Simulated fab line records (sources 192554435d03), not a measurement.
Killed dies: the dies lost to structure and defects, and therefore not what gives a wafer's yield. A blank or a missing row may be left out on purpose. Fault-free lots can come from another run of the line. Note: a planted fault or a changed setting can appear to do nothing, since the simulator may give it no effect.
fab line records + flow n5_finfet
record
- lots=5
- wafers=14
- last_day=17
route steps=1938 shown BEOL_M15@1797
lots untouched by any fault: they come from a run of this same line in which no faults occurred
start_h: hours from the record's opening day to when the first of the lot's shown wafers began + wait_h: hours elapsed since this lot's preceding step + " repeats the value in the row above + L1.1+2: one row covering several wafers at once + - value missing, or start not given + * or withheld: withheld + < > ~ a bound
route shown NAME@n: a module of which the file shows steps, and the number in the route of the first + usual: mean/standard deviation taken from wafers without a fault + same: alike in all rows + chamber/n: place in a boat + sites: readings site by site + _std_site: their standard deviation + _edge_site: the outer-site mean with the inner-site mean subtracted + radius_mm: for every site, how far away it sits from the centre of the wafer + mask NAME#n: copy n + behind: the tool/chamber that last shaped the wafer + hold: the reason the lot was held/the length of the hold in hours/how it ended + device: the n, p or np transistor that did not switch + end of line: tests run on the same wafers once the route is complete + for a step that has no rows: nothing shown but its recipe + killed: at the first sort, the dies lost to defects and structure; wafer yield is something else + map: per-die view of a wafer (x killed, . not killed, _ where there is no die)
set.NAME: the run value of the setting; set.NAME@STEP: its run value at that earlier step + model.NAME: the simulator's own value behind a step, which no gauge read
lots at some steps of the route; a table a step, a row a wafer
services: when a tool's chamber went out of use (start_h, in hours from the record's first day, below 0 if earlier), for how many hours, and the reason
## steps
# step N5_BEOL_M15_COAT_22
# recipe
- spin_rpm=1704
- resist_thk_nm=800
# step N5_BEOL_M15_EBR_24
# recipe
- solvent=PGMEA
- ebr_width_mm=1.5
# step N5_BEOL_M15_SOFTBAKE_23
# recipe
- temp_c=130
- time_s=60
# step N5_BEOL_M15_EXPOSE_25
# recipe
- mask_id=M15
- na=0.8
- source_shape=annular
- sigma_inner=0.5
- sigma_outer=0.8
- polarization=unpolarized
- target_cd_nm=400
- dose_mj=35.5
# step N5_BEOL_M15_PEB_26
# recipe
- peb_temp_c=130
- peb_time_s=90
# step N5_BEOL_M15_DEVELOP_27
# recipe
- develop_time_s=45
- rinse_liquid=diw
- dry=air_spin
- dev_temp_c=21
# step N5_BEOL_M15_HARDBAKE_32
# recipe
- temp_c=130
- time_s=120
# step N5_BEOL_M15_CD_MEAS_28
# recipe
- target_cd_nm=407.6
- landing_energy_ev=500
- detector=se_inlens
# usual
- cd_nm=406.9/2
# same
- landing_energy_ev=500
| lot.wafer | tool      | chamber | start_h | wait_h | cd_nm |
|-----------|-----------|---------|---------|--------|-------|
| L481.2    | cd_sem-03 | 0       | 261.62  | -      | 408.3 |
| L481.5    | "         | 0       | "       | "      | 408.4 |
| L481.6    | "         | 0       | "       | "      | 406.8 |
| L490.3    | cd_sem-03 | 0       | 316.38  | -      | 405.9 |
| L490.4    | "         | 0       | "       | "      | 406.9 |
| L494.1    | cd_sem-02 | 0       | 353.77  | -      | 410.3 |
| L494.2    | "         | 0       | "       | "      | 408.7 |
| L494.4    | "         | 0       | "       | "      | 407.4 |
| L503.1    | cd_sem-01 | 0       | 397.87  | -      | 406.4 |
| L503.2    | "         | 0       | "       | "      | 408.0 |
| L503.5    | "         | 0       | "       | "      | 408.2 |
| L501.2    | cd_sem-01 | 0       | 402.18  | -      | 407.4 |
| L501.5    | "         | 0       | "       | "      | 404.9 |
| L501.6    | "         | 0       | "       | "      | 402.3 |
# step N5_BEOL_M15_OVL_MEAS_29
# recipe
- points_per_wafer=44
# usual
- M15_OVL=-3/6.6
| lot.wafer | tool       | chamber | start_h | wait_h | M15_OVL[nm] |
|-----------|------------|---------|---------|--------|-------------|
| L481.2    | overlay-02 | 0       | 261.65  | 0.0    | -14         |
| L481.5    | "          | 0       | "       | "      | -2          |
| L481.6    | "          | 0       | "       | "      | -20         |
| L490.3    | overlay-02 | 0       | 316.41  | 0.0    | -1          |
| L490.4    | "          | 0       | "       | "      | -9          |
| L494.1    | overlay-01 | 0       | 353.80  | 0.0    | -8          |
| L494.2    | "          | 0       | "       | "      | -2          |
| L494.4    | "          | 0       | "       | "      | -2          |
| L503.1    | overlay-02 | 0       | 397.90  | 0.0    | 0           |
| L503.2    | "          | 0       | "       | "      | -4          |
| L503.5    | "          | 0       | "       | "      | -7          |
| L501.2    | overlay-01 | 0       | 402.21  | 0.0    | -7          |
| L501.5    | "          | 0       | "       | "      | -4          |
| L501.6    | "          | 0       | "       | "      | 2           |
# step N5_BEOL_M15_INSPECT_30
# recipe
- mode=adi
- inspect_instrument=macro
# usual
- raw_defect_count=2.2/1.5
| lot.wafer | tool              | chamber | start_h | wait_h | raw_defect_count |
|-----------|-------------------|---------|---------|--------|------------------|
| L481.2    | defect_inspect-01 | -       | 261.67  | 0.0    | 4                |
| L481.5    | "                 | -       | "       | "      | 0                |
| L481.6    | "                 | -       | "       | "      | 1                |
| L490.3    | defect_inspect-01 | -       | 316.44  | 0.0    | 2                |
| L490.4    | "                 | -       | "       | "      | 1                |
| L494.1    | defect_inspect-01 | -       | 353.82  | 0.0    | 2                |
| L494.2    | "                 | -       | "       | "      | 1                |
| L494.4    | "                 | -       | "       | "      | 4                |
| L503.1    | defect_inspect-02 | -       | 397.92  | 0.0    | 0                |
| L503.2    | "                 | -       | "       | "      | 5                |
| L503.5    | "                 | -       | "       | "      | 0                |
| L501.2    | defect_inspect-02 | -       | 402.23  | 0.0    | 4                |
| L501.5    | "                 | -       | "       | "      | 2                |
| L501.6    | "                 | -       | "       | "      | 1                |
# step N5_BEOL_M15_DESCUM_33
# recipe
- chemistry=O2
- time_s=7.9
- source_power_w=50
- bias_power_w=20
- pressure_mtorr=20
- rf_frequency_hz=2.712e+07
- temp_c=40
- o2_flow_sccm=225
# usual
- drypump_motor_current_A=5.6/0.48
- oes_product_au=0.74/0.062
- rf_vpp_V=243.3/1.8
- showerhead_plenum_p_Torr=2.10/0.094
- throttle_valve_pct=20.56/0.24
| lot.wafer | tool        | chamber | start_h | wait_h | drypump_motor_current_A | oes_product_au | rf_hours_counter_h | rf_vpp_V | showerhead_plenum_p_Torr | throttle_valve_pct |
|-----------|-------------|---------|---------|--------|-------------------------|----------------|--------------------|----------|--------------------------|--------------------|
| L481.2    | rie_diel-03 | 1       | 261.86  | 0.2    | 5.2                     | 0.72           | 178                | 243.5    | 2.09                     | 20.76              |
| L481.5    | "           | 0       | "       | "      | 5.3                     | 0.72           | -                  | 242.8    | 2.07                     | 20.70              |
| L481.6    | "           | 3       | "       | "      | 5.8                     | 0.75           | -                  | 244.0    | 2.18                     | 20.52              |
| L490.3    | rie_diel-02 | 0       | 317.00  | 0.6    | 5.3                     | 0.71           | 212                | 242.7    | 2.06                     | 20.64              |
| L490.4    | "           | 1       | "       | "      | 4.9                     | 0.67           | 245                | 241.1    | 1.97                     | 20.15              |
| L494.1    | rie_diel-03 | 0       | 355.80  | 2.0    | 5.3                     | 0.70           | 233                | 243.3    | 2.06                     | 20.75              |
| L494.2    | "           | 1       | "       | "      | 5.2                     | 0.71           | 204                | 243.2    | 2.08                     | 20.78              |
| L494.4    | "           | 2       | "       | "      | 6.4                     | 0.70           | 213                | 244.7    | 2.14                     | 20.26              |
| L503.1    | rie_diel-01 | 2       | 397.96  | 0.0    | 4.8                     | 0.83           | 79                 | 245.6    | 2.20                     | 20.38              |
| L503.2    | "           | 3       | "       | "      | 5.2                     | 0.72           | 214                | 242.6    | 2.06                     | 20.71              |
| L503.5    | "           | 2       | "       | "      | 4.8                     | 0.83           | -                  | 245.2    | 2.20                     | 20.40              |
| L501.2    | rie_diel-02 | 3       | 402.27  | 0.0    | 5.6                     | 0.78           | 128                | 244.6    | 2.17                     | 20.36              |
| L501.5    | "           | 2       | "       | "      | 6.1                     | 0.72           | -                  | 237.6    | 1.91                     | 20.89              |
| L501.6    | "           | 3       | "       | "      | 5.6                     | 0.78           | -                  | 244.2    | 2.17                     | 20.38              |
# step N5_BEOL_M15_ETCH_61
# recipe
- chemistry=N2/H2
- target=BARC
- target_depth_a=890
- overetch_a=267
- time_s=67.9
- ion_energy_ev=200
- pressure_mtorr=30
- source_w=840
- bias_w=150
- n2_flow_sccm=200
- h2_flow_sccm=200
# step N5_BEOL_M15_TRENCH_ETCH_34
# recipe
- chemistry=C4F8/O2/Ar
- target=SiO2
- target_depth_a=8729.3
- he_inner_torr=15
- he_outer_torr=30
- time_s=199
- ion_energy_ev=800
- pressure_mtorr=20
- source_w=1905
- bias_w=2040
- Ar_flow_sccm=400
- C4F8_flow_sccm=16
- O2_flow_sccm=12
# usual
- O2_flow_sccm=12.00/0.037
- drypump_motor_current_A=5.6/0.47
- oes_ar_750_au=0.75/0.059
- oes_product_au=0.74/0.063
- rf_vpp_V=2215/33
- showerhead_plenum_p_Torr=3.46/0.14
- throttle_valve_pct=31.10/0.24
| lot.wafer | tool        | chamber | start_h | wait_h | O2_flow_sccm | drypump_motor_current_A | oes_ar_750_au | oes_product_au | rf_hours_counter_h | rf_vpp_V | showerhead_plenum_p_Torr | throttle_valve_pct | model.etch.depth_nm | model.coat_of_BEOL_M15_COAT_22.thk_nm |
|-----------|-------------|---------|---------|--------|--------------|-------------------------|---------------|----------------|--------------------|----------|--------------------------|--------------------|---------------------|---------------------------------------|
| L481.2    | rie_diel-03 | 1       | 261.94  | 0.0    | 12.01        | 5.2                     | 0.72          | 0.71           | 179                | 2156     | 3.43                     | 31.33              | 858.4               | 550.6                                 |
| L481.5    | "           | 0       | "       | "      | 12.03        | 5.3                     | 0.73          | 0.72           | -                  | 2161     | 3.42                     | 31.12              | 869.6               | 547                                   |
| L481.6    | "           | 3       | "       | "      | 11.99        | 5.8                     | 0.75          | 0.75           | -                  | 2272     | 3.57                     | 30.99              | 862.9               | 550.4                                 |
| L490.3    | rie_diel-02 | 0       | 317.09  | 0.0    | 12.01        | 5.3                     | 0.71          | 0.90           | 212                | 2217     | 3.43                     | 31.66              | 1255                | 471.2                                 |
| L490.4    | "           | 1       | "       | "      | 12.04        | 4.9                     | 0.69          | 0.68           | 245                | 2220     | 3.28                     | 30.64              | 847.9               | 548.8                                 |
| L494.1    | rie_diel-03 | 0       | 355.88  | 0.0    | 12.02        | 5.4                     | 0.70          | 0.70           | 233                | 2161     | 3.40                     | 31.15              | 863.4               | 544.8                                 |
| L494.2    | "           | 1       | "       | "      | 11.99        | 5.2                     | 0.70          | 0.69           | 204                | 2154     | 3.42                     | 31.35              | 855.2               | 551                                   |
| L494.4    | "           | 2       | "       | "      | 11.98        | 6.4                     | 0.71          | 0.70           | 213                | 2276     | 3.53                     | 30.74              | 852.1               | 552.8                                 |
| L503.1    | rie_diel-01 | 2       | 398.04  | 0.0    | 11.98        | 4.8                     | 0.84          | 0.84           | 79                 | 2198     | 3.61                     | 30.96              | 880                 | 545                                   |
| L503.2    | "           | 3       | "       | "      | 12.02        | 5.2                     | 0.73          | 0.72           | 215                | 2193     | 3.42                     | 31.36              | 889.4               | 536                                   |
| L503.5    | "           | 2       | "       | "      | 12.02        | 4.8                     | 0.83          | 0.84           | -                  | 2199     | 3.61                     | 30.97              | 883.2               | 541.4                                 |
| L501.2    | rie_diel-02 | 3       | 402.36  | 0.0    | 12.04        | 5.6                     | 0.78          | 0.78           | 128                | 2220     | 3.60                     | 31.09              | 865                 | 548.2                                 |
| L501.5    | "           | 2       | "       | "      | 12.04        | 6.0                     | 0.72          | 0.72           | -                  | 2205     | 3.16                     | 31.40              | 873.1               | 543.6                                 |
| L501.6    | "           | 3       | "       | "      | 12.02        | 5.6                     | 0.79          | 0.78           | -                  | 2220     | 3.60                     | 31.11              | 860.3               | 546                                   |
# step N5_BEOL_M15_STRIP_36
# recipe
- chemistry=O2
- power_w=600
- temp_c=60
- pressure_mtorr=30
- rf_frequency_hz=6e+07
- bias_power_w=0
- overash_fraction=0.3
- o2_flow_sccm=225
# step N5_BEOL_M15_STRIP_62
# recipe
- chemistry=O2
- power_w=600
- temp_c=60
- pressure_mtorr=30
- rf_frequency_hz=6e+07
- bias_power_w=0
- overash_fraction=0.3
- o2_flow_sccm=225
# step N5_BEOL_M15_STRIP_37
# recipe
- chemistry=O2
- power_w=600
- temp_c=60
- pressure_mtorr=30
- rf_frequency_hz=6e+07
- bias_power_w=0
- overash_fraction=0.3
- o2_flow_sccm=225
# step N5_BEOL_M15_ETCH_38
# recipe
- chemistry=CF4/N2
- target=SiCN
- target_depth_a=1064
- taper_deg=2
- time_s=120.5
- ion_energy_ev=150
- mask_material=SiO2
- pressure_mtorr=40
- source_w=430
- bias_w=70
- Ar_flow_sccm=100
- cf4_flow_sccm=60
- n2_flow_sccm=60
# usual
- drypump_motor_current_A=5.6/0.46
- oes_product_au=0.74/0.061
- rf_vpp_V=382.7/2.3
- showerhead_plenum_p_Torr=2.22/0.089
- throttle_valve_pct=15.63/0.21
| lot.wafer | tool        | chamber | start_h | wait_h | drypump_motor_current_A | oes_product_au | rf_hours_counter_h | rf_vpp_V | showerhead_plenum_p_Torr | throttle_valve_pct |
|-----------|-------------|---------|---------|--------|-------------------------|----------------|--------------------|----------|--------------------------|--------------------|
| L481.2    | rie_diel-01 | 2       | -       | -      | 4.8                     | 0.88           | 43                 | 385.4    | 2.33                     | 15.32              |
| L481.5    | "           | 1       | "       | "      | 5.8                     | 0.81           | -                  | 385.1    | 2.32                     | 15.58              |
| L481.6    | "           | 0       | "       | "      | 6.1                     | 0.68           | -                  | 382.5    | 2.28                     | 15.65              |
| L490.3    | rie_diel-02 | 1       | -       | -      | 4.9                     | 0.68           | 246                | 380.5    | 2.09                     | 15.31              |
| L490.4    | "           | 0       | "       | "      | 5.3                     | 0.70           | 213                | 381.4    | 2.19                     | 15.79              |
| L494.1    | rie_diel-01 | 1       | -       | -      | 5.8                     | 0.80           | 87                 | 385.5    | 2.31                     | 15.61              |
| L494.2    | "           | 3       | "       | "      | 5.2                     | 0.74           | 203                | 381.1    | 2.19                     | 15.74              |
| L494.4    | "           | 2       | "       | "      | 4.8                     | 0.86           | 67                 | 385.7    | 2.32                     | 15.36              |
| L503.1    | rie_diel-02 | 3       | -       | -      | 5.6                     | 0.78           | 127                | 383.9    | 2.30                     | 15.50              |
| L503.2    | "           | 0       | "       | "      | 5.3                     | 0.68           | 241                | 381.0    | 2.18                     | 15.85              |
| L503.5    | "           | 2       | "       | "      | 6.1                     | 0.72           | -                  | 377.4    | 2.02                     | 15.85              |
| L501.2    | rie_diel-02 | 1       | -       | -      | 4.9                     | 0.96           | 11                 | 385.5    | 2.35                     | 14.86              |
| L501.5    | "           | 2       | "       | "      | 6.0                     | 0.71           | -                  | 379.0    | 2.02                     | 15.86              |
| L501.6    | "           | 3       | "       | "      | 5.6                     | 0.77           | -                  | 384.6    | 2.30                     | 15.48              |
# step N5_BEOL_M15_PRECLEAN_39
# recipe
- chemistry=residue_remover
- time_s=60
- temp_c=40
# step N5_BEOL_M15_SRD_40
# recipe
- time_s=30
- temp_c=23
- rinse_liquid=diw
- dry=n2_spin
- spin_rpm=1500
- dry_time_s=30
# step N5_BEOL_M15_DEGAS_41
# recipe
- ambient=vacuum
- temp_c=300
- time_s=60
# usual
- heater_power_w=488/30
- susceptor_temp_C=299.99/0.21
| lot.wafer | tool           | chamber | start_h | wait_h | heater_power_w | susceptor_temp_C |
|-----------|----------------|---------|---------|--------|----------------|------------------|
| L481.2    | pvd_sputter-03 | -       | 267.11  | 0.4    | 555            | 299.82           |
| L481.5    | "              | -       | "       | "      | 458            | 300.09           |
| L481.6    | "              | -       | "       | "      | 481            | 300.18           |
| L490.3    | pvd_sputter-02 | -       | 321.12  | 0.3    | 464            | 300.21           |
| L490.4    | "              | -       | "       | "      | 486            | 299.76           |
| L494.1    | pvd_sputter-01 | -       | 359.35  | 0.3    | 468            | 300.20           |
| L494.2    | "              | -       | "       | "      | 505            | 299.89           |
| L494.4    | "              | -       | "       | "      | 475            | 300.44           |
| L503.1    | pvd_sputter-01 | -       | 399.18  | 0.1    | 439            | 299.93           |
| L503.2    | "              | -       | "       | "      | 482            | 300.14           |
| L503.5    | "              | -       | "       | "      | 486            | 300.24           |
| L501.2    | pvd_sputter-03 | -       | 403.57  | 0.3    | 548            | 299.76           |
| L501.5    | "              | -       | "       | "      | 453            | 300.33           |
| L501.6    | "              | -       | "       | "      | 485            | 299.96           |
# step N5_BEOL_M15_PRE_CLEAN_42
# recipe
- gas=H2/He
- time_s=30
- temp_c=300
# step N5_BEOL_M15_SPUTTER_43
# recipe
- material=TaN
- target_thk_a=150
- temp_c=50
- bias_v=168.6
- power_w=15000
- chamber_pressure_pa=0.12
- time_s=24.19
# usual
- bias_v=168.5/1.7
- susceptor_temp_C=50.00/0.12
- throttle_valve_pct=30.4/1.1
| lot.wafer | tool           | chamber | start_h | wait_h | bias_v | susceptor_temp_C | throttle_valve_pct |
|-----------|----------------|---------|---------|--------|--------|------------------|--------------------|
| L481.2    | pvd_sputter-03 | -       | 267.19  | 0.0    | 169.4  | 49.94            | 28.7               |
| L481.5    | "              | -       | "       | "      | 171.3  | 50.10            | 31.3               |
| L481.6    | "              | -       | "       | "      | 168.4  | 50.18            | 30.6               |
| L490.3    | pvd_sputter-02 | -       | 321.20  | 0.0    | 168.8  | 49.88            | 30.3               |
| L490.4    | "              | -       | "       | "      | 170.6  | 50.00            | 31.0               |
| L494.1    | pvd_sputter-01 | -       | 359.43  | 0.0    | 168.0  | 50.05            | 31.5               |
| L494.2    | "              | -       | "       | "      | 170.1  | 50.02            | 30.0               |
| L494.4    | "              | -       | "       | "      | 168.2  | 49.97            | 32.8               |
| L503.1    | pvd_sputter-01 | -       | 399.26  | 0.0    | 168.1  | 50.02            | 31.2               |
| L503.2    | "              | -       | "       | "      | 171.1  | 49.96            | 32.8               |
| L503.5    | "              | -       | "       | "      | 169.0  | 49.98            | 32.9               |
| L501.2    | pvd_sputter-03 | -       | 403.65  | 0.0    | 167.0  | 49.99            | 29.0               |
| L501.5    | "              | -       | "       | "      | 167.8  | 50.05            | 31.2               |
| L501.6    | "              | -       | "       | "      | 169.1  | 50.10            | 30.6               |
# step N5_BEOL_M15_SPUTTER_44
# recipe
- material=Ta
- target_thk_a=150
- temp_c=50
- bias_v=80
- power_w=15000
- chamber_pressure_pa=0.07
- time_s=24.19
# step N5_BEOL_M15_SPUTTER_45
# recipe
- material=Cu
- target_thk_a=1000
- temp_c=-20
- bias_v=60
- power_w=26000
- chamber_pressure_pa=0.13
- time_s=16.67
# step N5_BEOL_M15_ECD_47
# recipe
- material=Cu
- target_thk_a=18600
# step N5_BEOL_M15_ANNEAL_48
# recipe
- temp_c=225
- time_s=90
- ambient=N2
# step N5_BEOL_M15_CMP_49
# recipe
- stop_on=SiO2
- t_overpolish_s=4.9
- down_force_psi=2
- platen_rpm=80
- clearing_platen_down_force_psi=2
- clearing_platen_rpm=80
- post_cmp_clean=cu_alkaline
- target_thk_nm=850
- clearing_platen_pad_velocity_m_s=1.5917
- pad_velocity_m_s=1.5917
# usual
- clearing_platen_down_force_psi=2.000/0.0043
- motor_current_A=8.3/0.55
| lot.wafer | tool   | chamber | start_h | wait_h | clearing_platen_down_force_psi | motor_current_A | model.Cu_of_BEOL_M15_ECD_47.thk_nm |
|-----------|--------|---------|---------|--------|--------------------------------|-----------------|------------------------------------|
| L481.2    | cmp-03 | 3       | 268.17  | 0.2    | 2.007                          | 9.0             | 836.6                              |
| L481.5    | "      | 3       | "       | "      | 2.010                          | 8.8             | 847.8                              |
| L481.6    | "      | 0       | "       | "      | 2.002                          | 8.0             | 839                                |
| L490.3    | cmp-04 | 3       | 322.02  | 0.2    | 1.993                          | 8.3             | 1233                               |
| L490.4    | "      | 2       | "       | "      | 2.002                          | 8.9             | 823                                |
| L494.2    | cmp-03 | 1       | 360.25  | 0.2    | 2.000                          | 8.2             | 831.6                              |
| L494.4    | "      | 3       | "       | "      | 2.006                          | 8.9             | 829.4                              |
| L494.1    | "      | 0       | "       | "      | 1.996                          | 7.7             | 838                                |
| L503.1    | cmp-04 | 0       | 400.16  | 0.3    | 2.002                          | 7.4             | 854.4                              |
| L503.2    | "      | 1       | "       | "      | 2.004                          | 8.8             | 866.6                              |
| L503.5    | "      | 3       | "       | "      | 1.998                          | 8.3             | 860.2                              |
| L501.2    | cmp-02 | 3       | 404.63  | 0.2    | 2.002                          | 8.0             | 841.8                              |
| L501.6    | "      | 3       | "       | "      | 2.003                          | 7.8             | 837                                |
| L501.5    | "      | 0       | "       | "      | 1.995                          | 8.6             | 850.8                              |
# step N5_BEOL_M15_THK_MEAS_50
# recipe
- thk_meas_gauge=xrf
- reads=Cu_of_BEOL_M15_ECD_47
# usual
- M15_THK=852/15
| lot.wafer | tool          | chamber | start_h | wait_h | M15_THK[nm] |
|-----------|---------------|---------|---------|--------|-------------|
| L481.2    | film_metro-01 | -       | 268.47  | -      | 844         |
| L481.5    | "             | -       | "       | "      | 854         |
| L481.6    | "             | -       | "       | "      | 844         |
| L490.3    | film_metro-01 | -       | 322.32  | -      | 1238        |
| L490.4    | "             | -       | "       | "      | 833         |
| L494.1    | film_metro-01 | -       | 360.54  | -      | 847         |
| L494.2    | "             | -       | "       | "      | 849         |
| L494.4    | "             | -       | "       | "      | 844         |
| L503.1    | film_metro-02 | -       | 400.39  | 0.2    | 862         |
| L503.2    | "             | -       | "       | "      | 872         |
| L503.5    | "             | -       | "       | "      | 866         |
| L501.2    | film_metro-02 | -       | 404.92  | -      | 856         |
| L501.5    | "             | -       | "       | "      | 859         |
| L501.6    | "             | -       | "       | "      | 846         |
# step N5_BEOL_M15_PRE_CLEAN_52
# recipe
- gas=NH3
- time_s=15
- temp_c=withheld
- rf_power_w=300
# step N5_BEOL_M15_DEP_53
# recipe
- material=SiCN
- target_thk_a=500
- temp_c=withheld
- precursor=3MS/NH3
- pressure_torr=3
- rf_w=675
- time_s=17.8
# usual
- showerhead_plenum_p_Torr=4.171/0.022
- throttle_valve_pct=18.2/0.97
| lot.wafer | tool     | chamber | start_h | wait_h | showerhead_plenum_p_Torr | throttle_valve_pct |
|-----------|----------|---------|---------|--------|--------------------------|--------------------|
| L481.2    | pecvd-02 | 2       | 268.53  | 0.0    | 4.191                    | 17.7               |
| L481.5    | "        | 2       | "       | "      | 4.186                    | 17.4               |
| L481.6    | "        | 0       | "       | "      | 4.145                    | 18.3               |
| L490.3    | pecvd-04 | 1       | 322.38  | 0.0    | 4.180                    | 19.3               |
| L490.4    | "        | 0       | "       | "      | 4.163                    | 19.8               |
| L494.1    | pecvd-02 | 2       | 360.61  | 0.0    | 4.185                    | 17.9               |
| L494.2    | "        | 1       | "       | "      | 4.155                    | 17.6               |
| L494.4    | "        | 2       | "       | "      | 4.199                    | 18.0               |
| L503.1    | pecvd-02 | 0       | 400.45  | 0.0    | 4.139                    | 18.3               |
| L503.2    | "        | 1       | "       | "      | 4.151                    | 17.4               |
| L503.5    | "        | 2       | "       | "      | 4.186                    | 18.1               |
| L501.2    | pecvd-04 | 0       | 404.98  | 0.0    | 4.170                    | 20.2               |
| L501.5    | "        | 0       | "       | "      | 4.173                    | 20.0               |
| L501.6    | "        | 1       | "       | "      | 4.180                    | 19.3               |
# step N5_BEOL_M15_RS_MEAS_54
# recipe
- thk_meas_gauge=four-point-probe
- reads=Cu_of_BEOL_M15_ECD_47+Ta_of_BEOL_M15_SPUTTER_44+TaN_of_BEOL_M15_SPUTTER_43
# usual
- M15_RS=0.0218/0.00035
| lot.wafer | tool          | chamber | start_h | wait_h | M15_RS[ohm/sq] |
|-----------|---------------|---------|---------|--------|----------------|
| L481.2    | film_metro-02 | -       | 268.60  | 0.1    | 0.0219         |
| L481.5    | "             | -       | "       | "      | 0.0217         |
| L481.6    | "             | -       | "       | "      | 0.0219         |
| L490.3    | film_metro-01 | -       | 322.45  | 0.1    | 0.0148         |
| L490.4    | "             | -       | "       | "      | 0.0223         |
| L494.1    | film_metro-02 | -       | 360.67  | 0.0    | 0.0219         |
| L494.2    | "             | -       | "       | "      | 0.0221         |
| L494.4    | "             | -       | "       | "      | 0.0221         |
| L503.1    | film_metro-01 | -       | 400.52  | 0.0    | 0.0214         |
| L503.2    | "             | -       | "       | "      | 0.0212         |
| L503.5    | "             | -       | "       | "      | 0.0213         |
| L501.2    | film_metro-02 | -       | 405.05  | 0.1    | 0.0218         |
| L501.5    | "             | -       | "       | "      | 0.0216         |
| L501.6    | "             | -       | "       | "      | 0.0219         |
# step N5_BEOL_M15_INSPECT_55
# recipe
- inspect_instrument=darkfield
- mode=post_dep
# usual
- raw_defect_count=77/22
| lot.wafer | tool              | chamber | start_h | wait_h | raw_defect_count |
|-----------|-------------------|---------|---------|--------|------------------|
| L481.2    | defect_inspect-02 | -       | 268.62  | 0.0    | 114              |
| L481.5    | "                 | -       | "       | "      | 124              |
| L481.6    | "                 | -       | "       | "      | 88               |
| L490.3    | defect_inspect-02 | -       | 322.47  | 0.0    | 58               |
| L490.4    | "                 | -       | "       | "      | 89               |
| L494.1    | defect_inspect-02 | -       | 360.70  | 0.0    | 95               |
| L494.2    | "                 | -       | "       | "      | 108              |
| L494.4    | "                 | -       | "       | "      | 91               |
| L503.1    | defect_inspect-02 | -       | 400.54  | 0.0    | 54               |
| L503.2    | "                 | -       | "       | "      | 80               |
| L503.5    | "                 | -       | "       | "      | 70               |
| L501.2    | defect_inspect-01 | -       | 405.08  | 0.0    | 77               |
| L501.5    | "                 | -       | "       | "      | 63               |
| L501.6    | "                 | -       | "       | "      | 97               |
## services
| tool           | chamber | start_h | hours | kind   |
|----------------|---------|---------|-------|--------|
| pvd_sputter-02 | -       | 238.19  | 1.5   | repair |
| rie_diel-01    | -       | 250.99  | 1.8   | repair |
| pecvd-04       | -       | 275.15  | 6.0   | pm     |
| pecvd-02       | 2       | 276.66  | 6.6   | repair |
| cmp-04         | -       | 278.18  | 1.3   | repair |
| pecvd-02       | -       | 286.30  | 0.9   | repair |
| rie_diel-02    | 2       | 286.38  | 3.2   | repair |
| cmp-04         | -       | 306.26  | 4.0   | pm     |
| rie_diel-03    | 3       | 322.36  | 15.4  | repair |
| rie_diel-03    | 1       | 337.77  | 14.5  | repair |
| cmp-03         | -       | 338.32  | 1.5   | repair |
| pvd_sputter-03 | -       | 338.72  | 1.8   | repair |
| rie_diel-01    | -       | 341.60  | 14.6  | pm     |
| cmp-04         | -       | 343.66  | 1.1   | repair |
| cmp-04         | -       | 347.88  | 0.3   | repair |
| pecvd-04       | -       | 357.43  | 0.9   | repair |
| cmp-04         | -       | 358.43  | 2.4   | repair |
| pecvd-04       | -       | 368.56  | 4.9   | repair |
| cmp-04         | -       | 375.87  | 5.4   | pm     |
| cmp-03         | -       | 379.91  | 4.0   | pm     |
| rie_diel-03    | 0       | 382.92  | 3.2   | repair |
| rie_diel-03    | 2       | 389.57  | 5.6   | repair |
| pvd_sputter-01 | -       | 400.66  | 0.8   | repair |
| pvd_sputter-03 | -       | 404.95  | 2.1   | repair |
## key
first_sign
- step=N5_BEOL_M15_THK_MEAS_50
- reading=M15_THK
- direction=up
- sigmas=27
- usual=852
- struck=1238
effect
- step=N5_BEOL_M15_RS_MEAS_54
- reading=M15_RS
- direction=down
- sigmas=20
- usual=0.0218
- struck=0.0148
model_effect
- step=N5_BEOL_M15_TRENCH_ETCH_34
- value=etch.depth_nm
- without=869.5
- struck=1255
model_effect
- step=N5_BEOL_M15_CMP_49
- value=Cu_of_BEOL_M15_ECD_47.thk_nm
- without=846.6
- struck=1233
met_at N5_BEOL_M15_TRENCH_ETCH_34
struck_wafers L490.3
fault
- kind=process_parameter_drift
- tool=rie_diel-02
- chamber=-
- onset_h=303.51
- steps=N5_BEOL_M15_TRENCH_ETCH_34
- channel=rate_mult
- offset=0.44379
- shape=step
- end_h=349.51
- scope=struck_wafers_only
